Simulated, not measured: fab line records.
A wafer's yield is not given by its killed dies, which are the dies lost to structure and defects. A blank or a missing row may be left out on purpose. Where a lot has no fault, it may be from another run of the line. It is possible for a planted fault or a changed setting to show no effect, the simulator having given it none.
fab line records | flow n5-finfet
[record] lots = 12 wafers = 34 last-day = 17
route steps=1938 shown BEOL_M9@1458 BEOL_M10@1471 PASSIVATION@1936
lots with no fault: from the same line, run without faults
start-h: the number of hours between the record's first day and the start of the first shown wafer of the lot | wait-h: hours elapsed since this lot's preceding step | " same as the row above | L1.1+2: one row covering several wafers at once | - no value, or no start given | * or withheld: withheld | < > ~ a bound
route shown NAME@n: names a module that has steps shown in the file, with the first one's number in the route | usual: average and standard deviation across the fault-free wafers | same: alike in all rows | chamber/n: place in a boat | sites: the reading at each site | _std_site: standard deviation of those values | _edge_site: the outer-site mean with the inner-site mean subtracted | radius-mm: for every site, how far away it sits from the centre of the wafer | mask NAME#n: copy n | behind: tool/chamber where the wafer was last shaped | hold: what put the lot on hold/how long, in hours/how the hold closed | device: names the non-switching transistor (n, p or np) | end of line: the route-end tests of the same wafers | a step without rows: its recipe alone | killed: the dies lost at the first sort to structure and to defects; this is not the yield of the wafer | map: per-die view of a wafer (x killed, . not killed, _ where there is no die)
set.NAME: the setting that was run; set.NAME@STEP: the one run at that earlier step | model.NAME: the simulator's own value behind a step, which no gauge read
steps of the route over a sample of lots; a table a step, a row a wafer
services: from which hour (start-h, from the record's first day; less than 0 if before it) a tool's chamber was out of use, for how many hours, and why
[[steps]]
[step N5_BEOL_M9_ALD_74]
[recipe] material = TaN target-thk-a = 20 temp-c = 275 ald-precursor-family = PDMAT ald-co-reactant = NH3 pressure-torr = 3 carrier-flow-sccm = 1500 pulse-time-s = 2 purge-time-s = 3 co-reactant-purge-time-s = 2 co-reactant-pulse-time-s = 3 ald-cycles = 40 precursor-vessel-temp-c = 75 precursor-vessel-pressure-torr = 26.25 precursor-vessel-carrier-sccm = 1000
[usual] heater-power-w = 417/49
// columns lot.wafer tool chamber start-h wait-h heater-power-w
L912.1 ald-metal-04 3 229.28 0.1 407
L912.5 " 3 " " 406
L912.6 " 0 " " 517
L913.2 ald-metal-03 3 241.89 0.1 370
L913.5 " 1 " " 448
L913.6 " 0 " " 372
L914.4 ald-metal-04 3 245.11 0.1 402
L914.5 " 1 " " 415
L914.6 " 0 " " 523
L916.4 ald-metal-04 0 257.86 0.1 525
L916.5 " 3 " " 405
L916.6 " 0 " " 510
L918.3 ald-metal-04 1 259.50 0.0 429
L918.4 " 0 " " 517
L918.5 " 0 " " 507
L919.2 ald-metal-04 3 264.92 0.0 399
L919.3 " 0 " " 507
L919.5 " 1 " " 433
L920.2 ald-metal-04 0 287.09 0.0 501
L920.3 " 2 " " 405
L920.6 " 2 " " 408
L924.1 ald-metal-04 3 302.17 0.0 405
L924.3 " 2 " " 400
L923.1 ald-metal-03 0 311.70 0.0 379
L923.4 " 1 " " 449
L923.6 " 0 " " 377
L926.3 ald-metal-04 2 314.23 0.0 415
L926.5 " 3 " " 407
L931.1 ald-metal-04 3 348.76 0.1 415
L931.5 " 3 " " 411
L931.6 " 2 " " 411
L930.2 ald-metal-02 0 359.82 0.0 323
L930.4 " 2 " " 339
L930.6 " 3 " " 350
[step N5_BEOL_M9_CMP_52]
[recipe] stop-on = SiCOH_lowk t-overpolish-s = 7 down-force-psi = 1 platen-rpm = 50 clearing-platen-down-force-psi = 1.5 clearing-platen-rpm = 50 post-cmp-clean = cu-alkaline target-thk-nm = 140 clearing-platen-pad-velocity-m-s = 0.99484 pad-velocity-m-s = 0.99484
[usual] barrier-field-endpoint-s = 29.1/0.94 head-pressure-psi = 0.9999/0.0021 motor-current-A = 6.0/0.57 overpolish-run-s = 7.000/0.0086 platen-rpm = 50.00/0.034 time-to-endpoint-s = 67/4
// columns lot.wafer tool chamber start-h wait-h barrier-field-endpoint-s head-pressure-psi motor-current-A overpolish-run-s platen-rpm time-to-endpoint-s
L912.1 cmp-04 3 230.66 0.3 28.1 1.0010 5.6 6.995 49.96 64
L912.6 " 2 " " 30.1 1.0013 5.5 6.990 49.95 71
L912.5 " 3 " " 28.1 0.9990 6.2 7.010 50.03 63
L913.2 cmp-01 2 243.43 0.4 29.8 0.9996 6.6 6.998 50.03 70
L913.5 " 2 " " 30.4 0.9953 6.5 7.003 50.02 68
L913.6 " 3 " " 29.0 1.0046 5.8 6.988 50.04 63
L914.4 cmp-02 2 246.27 0.1 29.7 1.0020 4.7 6.991 50.04 69
L914.5 " 2 " " 29.3 1.0007 4.7 7.021 50.05 68
L914.6 " 3 " " 28.8 0.9988 5.7 7.005 50.05 61
L916.4 cmp-01 3 259.38 0.1 28.3 1.0001 5.4 7.011 49.92 62
L916.5 " 3 " " 28.3 0.9974 5.7 6.981 50.01 59
L916.6 " 0 " " 29.2 1.0003 6.3 7.001 49.99 68
L918.4 cmp-01 3 261.49 0.1 28.0 1.0010 5.8 7.006 49.99 60
L918.3 " 2 " " 28.2 0.9977 6.4 6.996 50.02 64
L918.5 " 0 " " 29.2 1.0035 6.8 6.988 50.03 66
L919.2 cmp-04 3 266.16 0.2 27.5 1.0013 5.7 7.010 50.00 61
L919.3 " 1 " " 28.7 1.0015 7.0 6.991 49.98 71
L919.5 " 3 " " 27.1 1.0025 5.4 6.995 49.97 61
L920.3 cmp-01 3 288.35 0.2 29.0 0.9997 5.9 7.008 50.06 62
L920.2 " 1 " " 28.5 1.0028 5.6 7.005 50.05 66
L920.6 " 2 " " 29.7 0.9979 6.0 7.016 50.04 70
L924.1 cmp-04 2 303.83 0.3 29.0 1.0023 5.9 7.004 49.98 67
L924.3 " 1 " " 30.0 0.9979 6.7 7.002 49.97 72
L923.4 cmp-02 3 314.51 0.2 28.9 1.0024 6.0 7.008 49.99 68
L923.1 " 0 " " 29.8 1.0000 6.3 6.996 49.98 74
L923.6 " 3 " " 29.3 0.9993 5.9 6.992 49.93 69
L926.3 cmp-04 3 315.32 0.2 28.0 1.0009 6.2 7.008 49.98 60
L926.5 " 1 " " 30.9 1.0023 6.9 6.991 50.02 71
L931.1 cmp-04 2 350.63 0.3 44.4 0.6395 5.3 2.501 50.00 63
L931.5 " 2 " " 45.6 0.6415 5.2 1.295 49.98 65
L931.6 " 3 " " 43.4 0.6397 5.3 3.512 50.01 60
L930.4 cmp-04 1 361.57 0.1 45.4 0.6412 6.2 1.466 50.03 71
L930.2 " 0 " " 43.2 0.6425 5.9 3.692 50.00 65
L930.6 " 1 " " 44.4 0.6413 6.1 2.490 49.96 71
[step N5_BEOL_M9_INSPECT_58]
[recipe] inspect-instrument = darkfield mode = post-dep
[usual] raw-defect-count = 68/18
// columns lot.wafer tool chamber start-h wait-h raw-defect-count
L912.1 defect-inspect-01 - 231.11 0.0 84
L912.5 " - " " 72
L912.6 " - " " 70
L913.2 defect-inspect-02 - 243.88 0.0 99
L913.5 " - " " 57
L913.6 " - " " 54
L914.4 defect-inspect-02 - 246.73 0.0 72
L914.5 " - " " 87
L914.6 " - " " 57
L916.4 defect-inspect-02 - 259.84 0.0 58
L916.5 " - " " 78
L916.6 " - " " 81
L918.3 defect-inspect-02 - 261.94 0.0 84
L918.4 " - " " 73
L918.5 " - " " 48
L919.2 defect-inspect-01 - 266.58 0.0 54
L919.3 " - " " 49
L919.5 " - " " 67
L920.2 defect-inspect-02 - 288.77 0.0 73
L920.3 " - " " 57
L920.6 " - " " 38
L924.1 defect-inspect-02 - 304.29 0.0 48
L924.3 " - " " 60
L923.1 defect-inspect-02 - 314.93 0.0 48
L923.4 " - " " 45
L923.6 " - " " 92
L926.3 defect-inspect-02 - 315.70 0.0 80
L926.5 " - " " 75
L931.1 defect-inspect-02 - 351.09 0.0 50
L931.5 " - " " 101
L931.6 " - " " 99
L930.2 defect-inspect-02 - 362.02 0.0 73
L930.4 " - " " 88
L930.6 " - " " 61
[step N5_BEOL_M10_CURE_71]
[recipe] temp-c = 385 time-s = 240 ambient = He/Ar material = SiCOH_lowk
[usual] lamp-power-pct = 52.32/0.055 wafer_temp_C_max = 387.1/0.65
// columns lot.wafer tool chamber start-h wait-h lamp-power-pct wafer_temp_C_max
L912.1 uv-cure-03 2 231.24 0.1 52.34 388.0
L912.5 " 2 " " 52.37 388.0
L912.6 " 2 " " 52.33 387.6
L913.2 uv-cure-02 1 244.18 0.2 52.41 387.0
L913.5 " 1 " " 52.37 387.6
L913.6 " 1 " " 52.29 387.0
L914.4 uv-cure-01 0 247.08 0.3 52.35 386.7
L914.5 " 0 " " 52.22 386.2
L914.6 " 0 " " 52.37 386.1
L916.4 uv-cure-01 0 260.19 0.3 52.34 386.4
L916.5 " 0 " " 52.24 386.4
L916.6 " 0 " " 52.37 387.2
L918.3 uv-cure-02 1 262.22 0.2 52.31 387.6
L918.4 " 1 " " 52.29 388.5
L918.5 " 1 " " 52.37 388.1
L919.2 uv-cure-02 2 266.85 0.2 52.30 387.1
L919.3 " 2 " " 52.29 387.0
L919.5 " 2 " " 52.29 386.7
L920.2 uv-cure-03 2 288.96 0.1 52.29 386.8
L920.3 " 2 " " 52.32 387.3
L920.6 " 2 " " 52.37 387.8
L924.1 uv-cure-02 0 304.40 0.0 52.26 387.2
L924.3 " 0 " " 52.27 387.0
L923.1 uv-cure-02 0 315.04 0.0 52.39 387.0
L923.4 " 0 " " 52.39 388.0
L923.6 " 0 " " 52.22 387.0
L926.3 uv-cure-01 0 315.98 0.2 52.29 385.9
L926.5 " 0 " " 52.26 387.0
L931.1 uv-cure-03 2 351.20 0.0 52.30 387.0
L931.5 " 2 " " 52.29 387.6
L931.6 " 2 " " 52.33 387.7
L930.2 uv-cure-03 1 362.22 0.1 52.24 386.9
L930.4 " 1 " " 52.39 387.0
L930.6 " 1 " " 52.29 386.4
[step N5_PASSIVATION_PROBE_49]
[usual] defect-limited-yield = 91.3/1.4 killed_at_M0_to_M3 = 36/10 killed_at_M4_up = 13/5.4 killed-at-contacts = 12/5.3 killed-at-front-end = 39/10 killed-at-other = 3.2/2.7 killed-dies = 103/16 killed-open = 68/13 killed-short = 33/6.6 sort_bin_5_function = 5.1/0.92 sort_bin_6_memory = 3.3/0.68 sort_bin_8_speed = 0.1/0.41 sort-n-pass = 1077/17 sort-yield-pct = 91.2/1.4
[same] gross-dies = 1180 killed-at-back-side = 0 sort_bin_4_leakage[%] = 0
// columns lot.wafer tool chamber start-h wait-h defect-limited-yield[%] killed_at_M0_to_M3 killed_at_M4_up killed-at-contacts killed-at-front-end killed-at-other killed-dies killed-open killed-short sort_bin_5_function[%] sort_bin_6_memory[%] sort_bin_8_speed[%] sort-n-pass sort-yield-pct[%]
L926.3 prober-02 - 374.92 0.1 91.8 31 20 13 33 0 97 77 19 5.5 2.7 0 1083 91.8
L926.5 prober-02 - 375.02 0.2 92.6 34 10 16 27 0 87 54 31 4.2 3.0 0 1093 92.6
L931.1 prober-02 - 412.14 0.0 90.8 45 15 6 40 2 108 67 37 5.8 3.1 0 1072 90.8
L930.2 prober-01 - 417.00 0.1 91.5 47 1 10 40 2 100 75 21 5.2 3.2 0 1080 91.5
L930.4 prober-01 - 417.10 0.2 89.1 60 8 9 46 6 129 95 30 6.2 4.5 0 1051 89.1
L930.6 prober-01 - 417.20 0.3 88.6 51 11 19 51 2 134 95 32 7.2 3.6 0 1046 88.6
// killed by level:class
L926.3 MOL_CONTACT_COAG:geometric-particle:open=11 BEOL_M1:geometric-particle:open=9 BEOL_M0_SAQP:geometric-particle:open=8 BEOL_M4:geometric-particle:open=8 DUMMY_GATE:geometric-particle:open=7 FIN_SAQP:geometric-particle:open=6 BEOL_M0_SAQP:geometric-particle:short=5 BEOL_M0:geometric-particle:open=5
L926.5 BEOL_M0_SAQP:geometric-particle:open=12 MOL_CONTACT_COAG:geometric-particle:open=10 FIN_SAQP:geometric-particle:short=8 BEOL_M0:geometric-particle:open=7 MOL_CONTACT_COAG:geometric-particle:short=6 BEOL_M0_SAQP:geometric-particle:short=6 FIN_SAQP:geometric-particle:open=4 BEOL_M1:geometric-particle:open=4
L931.1 BEOL_M1:geometric-particle:open=13 BEOL_M3:geometric-particle:open=13 FIN_SAQP:geometric-particle:short=9 FIN_SAQP:geometric-particle:open=9 BEOL_M4:geometric-particle:open=8 STI_FIN_REVEAL:geometric-particle:open=6 BEOL_M2:geometric-particle:short=5 BEOL_M0_SAQP:geometric-particle:short=4
L930.2 BEOL_M3:geometric-particle:open=24 FIN_SAQP:geometric-particle:open=14 MOL_CONTACT_COAG:geometric-particle:open=9 FIN_SAQP:geometric-particle:short=5 DUMMY_GATE:geometric-particle:open=5 BEOL_M0_SAQP:geometric-particle:open=5 BEOL_M3:geometric-particle:short=5 BEOL_M0_SAQP:geometric-particle:short=4
L930.4 BEOL_M2:geometric-particle:open=21 FIN_SAQP:geometric-particle:open=18 BEOL_M3:geometric-particle:open=16 STI_FIN_REVEAL:geometric-particle:open=10 FIN_SAQP:geometric-particle:short=9 MOL_CONTACT_COAG:geometric-particle:open=7 BEOL_M0_SAQP:geometric-particle:short=5 BEOL_M0_SAQP:geometric-particle:open=5
L930.6 MOL_CONTACT_COAG:geometric-particle:open=17 FIN_SAQP:geometric-particle:open=15 STI_FIN_REVEAL:geometric-particle:open=12 BEOL_M2:geometric-particle:open=12 BEOL_M0_SAQP:geometric-particle:short=9 BEOL_M3:geometric-particle:open=8 BEOL_M0_SAQP:geometric-particle:open=6 HKMG_FIN:area-etch=6
[[services]]
// columns tool chamber start-h hours kind
uv-cure-02 - 205.98 6.8 repair
cmp-01 - 214.31 10.5 pm
cmp-04 - 214.50 2.1 repair
cmp-02 - 239.43 4.0 pm
ald-metal-03 2 240.58 5.5 repair
cmp-04 - 242.86 4.0 pm
cmp-02 - 243.43 - consumable-replace:conditioner
cmp-02 - 243.43 - consumable-replace:pad
cmp-04 - 246.86 - consumable-replace:conditioner
cmp-04 - 246.86 - consumable-replace:pad
cmp-02 - 255.34 0.7 repair
ald-metal-04 - 269.51 0.6 repair
cmp-02 - 273.64 5.6 pm
uv-cure-03 - 273.94 0.3 repair
cmp-01 - 289.56 1.3 repair
cmp-02 - 297.00 8.2 pm
uv-cure-03 - 312.76 7.5 pm
uv-cure-02 - 327.01 7.5 pm
uv-cure-03 - 332.94 0.5 repair
ald-metal-02 - 337.49 14.0 pm
ald-metal-02 0 337.49 14.0 vent-cycle
ald-metal-02 1 337.49 14.0 vent-cycle
ald-metal-04 - 340.87 6.0 pm
uv-cure-01 - 351.21 1.0 pm
[[key]]
[first-sign] step = N5_BEOL_M9_CMP_52 reading = overpolish-run-s direction = down sigmas = 99+ usual = 7.000 struck = 2.493
[effect] step = N5_BEOL_M9_CMP_52 reading = head-pressure-psi direction = down sigmas = 99+ usual = 0.9999 struck = 0.6409
met-at N5_BEOL_M9_CMP_52
struck-lots L930,L931
not-acting-at N5_BEOL_M9_ALD_74,N5_BEOL_M9_INSPECT_58,N5_BEOL_M10_CURE_71
onset-between 315.32 350.63
[fault] kind = process-parameter-drift tool = cmp-04 chamber = - onset-h = 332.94 steps = N5_BEOL_M9_CMP_52 channel = down-force-psi offset = -0.3593 shape = step end-h = 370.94 acts-in = these-recipes-only stated = 1
